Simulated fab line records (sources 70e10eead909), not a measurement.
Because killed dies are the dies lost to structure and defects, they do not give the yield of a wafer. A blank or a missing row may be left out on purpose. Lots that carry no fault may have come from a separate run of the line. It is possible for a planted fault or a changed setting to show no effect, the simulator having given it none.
Chamber matching | flow nand_harc | 3 sister chambers for NHARC_A_STAIRCASE_DEP_156 on pecvd-04
The step deposits SiNx, target thk 50 nm. 20 wafers are shown with their chamber, then 10 later ones without.

## WAFERS WITH THEIR CHAMBER
wafer  | chamber | heater_power_w (W)
L075.4 | 1       | 645
L075.5 | 2       | 607
L075.6 | 0       | 743
L076.1 | 1       | 714
L076.2 | 2       | 646
L076.3 | 0       | 621
L076.4 | 0       | 617
L076.5 | 2       | 631
L076.6 | 1       | 709
L077.1 | 1       | 745
L077.3 | 2       | 614
L077.5 | 1       | 754
L079.2 | 2       | 527
L079.4 | 2       | 537
L079.6 | 0       | 757
L081.1 | 0       | 746
L081.2 | 2       | 560
L081.4 | 1       | 715
L084.2 | 0       | 713
L084.4 | 0       | 725

SIGNATURES, as means of the wafers listed above
reading        | chamber 0 | chamber 1 | chamber 2 | scatter within a chamber
heater_power_w | 703.14    | 713.67    | 588.86    | 49.6
Rule: a wafer's distance from a chamber is the root of the sum, over the readings, of the square of ((its reading less the chamber's mean) divided by the reading's scatter). If the next closest chamber is less than 2 further off than the closest, the wafer can't be placed; otherwise it belongs to the closest. The scatter is the square root of a quotient: the sum, over the shown wafers, of each reading's squared deviation from its chamber's mean, divided by wafers minus chambers.

## WAFERS WITHOUT THEIR CHAMBER
wafer  | heater_power_w (W)
L084.6 | 621
L094.3 | 694
L094.5 | 665
L094.6 | 722
L095.1 | 742
L095.2 | 685
L095.6 | 749
L096.1 | 712
L096.2 | 618
L096.6 | 695

## THE CHAMBER EACH PASSED THROUGH
wafer  | from the rows above          | in truth
L084.6 | can't be placed: 2 or 0 or 1 | 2
L094.3 | can't be placed: 0 or 1 or 2 | 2
L094.5 | can't be placed: 0 or 1 or 2 | 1
L094.6 | can't be placed: 1 or 0      | 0
L095.1 | can't be placed: 1 or 0      | 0
L095.2 | can't be placed: 0 or 1 or 2 | 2
L095.6 | can't be placed: 1 or 0      | 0
L096.1 | can't be placed: 1 or 0      | 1
L096.2 | can't be placed: 2 or 0 or 1 | 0
L096.6 | can't be placed: 0 or 1 or 2 | 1
Placed correctly: 0 of 10. From these rows, 10 cannot be placed; in 10 the true chamber is one of the candidates. Number placed wrongly: 0.
